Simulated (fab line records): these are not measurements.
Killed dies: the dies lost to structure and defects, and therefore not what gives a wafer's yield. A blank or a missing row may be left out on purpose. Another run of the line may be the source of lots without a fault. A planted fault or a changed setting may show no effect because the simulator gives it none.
Chamber matching | flow nand_harc | NHARC_P_M0_STRIP_18 on rie_diel-06 has 4 sister chambers
The step strips in N2/H2. 4 wafers are shown with their chamber, then 8 later ones without.

== WAFERS, EACH WITH ITS CHAMBER ==
wafer  | chamber | drypump_motor_current_A (A)
L082.4 | 1       | 4.8
L087.5 | 3       | 6.4
L087.6 | 2       | 5.7
L085.2 | 0       | 5.1

== WAFERS MISSING THEIR CHAMBER ==
wafer  | drypump_motor_current_A (A)
L085.3 | 6.4
L085.6 | 6.4
L097.1 | 6.5
L097.3 | 4.8
L097.6 | 5.7
L096.1 | 6.4
L096.2 | 4.8
L096.4 | 5.7

== THE CHAMBER EACH PASSED THROUGH ==
wafer  | from the rows above | in truth
L085.3 | 3                   | 3
L085.6 | 3                   | 3
L097.1 | 3                   | 3
L097.3 | 1                   | 1
L097.6 | 2                   | 2
L096.1 | 3                   | 3
L096.2 | 1                   | 1
L096.4 | 2                   | 2
Placed correctly: 8 of 8. Not placeable from these rows: 0. Number placed wrongly: 0.
How it was worked out, from the rows above alone: a wafer's distance from a chamber is the root of the sum, over the readings, of the square of ((its reading less the chamber's mean) divided by the reading's scatter). The wafer belongs to the nearest chamber; if the next one is less than 2 further off, it can't be placed. A chamber's mean is the mean of its shown wafers. The scatter: with one shown wafer a chamber, the root of the mean of the squares of how far each hidden wafer lies from its nearest shown one.
